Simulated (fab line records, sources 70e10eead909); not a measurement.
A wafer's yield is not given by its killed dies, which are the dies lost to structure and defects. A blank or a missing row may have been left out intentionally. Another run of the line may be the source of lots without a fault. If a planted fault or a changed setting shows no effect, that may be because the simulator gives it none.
Chamber matching ; flow nand-harc ; NHARC_P_M2_PRE_CLEAN_32 on pecvd-01 has 3 sister chambers
The step time 12 s. 6 wafers are shown with their chamber, then 10 later ones without.

EACH WAFER AND ITS CHAMBER
wafer;chamber;heater-power-w (W);heater-power-outer-w (W)
L084.1;2;601;322
L086.5;2;662;380
L087.3;0;608;360
L087.6;1;782;504
L089.2;0;627;384
L089.5;1;825;532

WAFERS MISSING THEIR CHAMBER
wafer;heater-power-w (W);heater-power-outer-w (W)
L089.6;623;383
L088.2;789;507
L088.3;570;309
L088.5;625;365
L091.2;564;319
L091.4;763;481
L091.6;625;342
L093.1;680;417
L093.4;628;329
L093.6;577;340

EACH ONE'S CHAMBER
wafer;from the rows above;in truth
L089.6;can't be placed: 0 or 2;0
L088.2;1;1
L088.3;can't be placed: 2 or 0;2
L088.5;can't be placed: 0 or 2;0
L091.2;can't be placed: 2 or 0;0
L091.4;1;1
L091.6;can't be placed: 2 or 0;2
L093.1;can't be placed: 0 or 2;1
L093.4;can't be placed: 2 or 0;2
L093.6;can't be placed: 0 or 2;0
Placed correctly: 2 of 10. These rows do not allow placing 8 (true chamber among the candidates in 7). 0 placed wrongly.
How it was worked out, from the rows above alone: a wafer's distance from a chamber is the root of the sum, over the readings, of the square of ((its reading less the chamber's mean) divided by the reading's scatter). The wafer belongs to the nearest chamber; if the next one is less than 2 further off, it can't be placed. A chamber's mean is the mean of its shown wafers. The scatter: take each reading less its chamber's mean, square it, sum over the shown wafers, divide by the number of wafers less the number of chambers, and take the root.
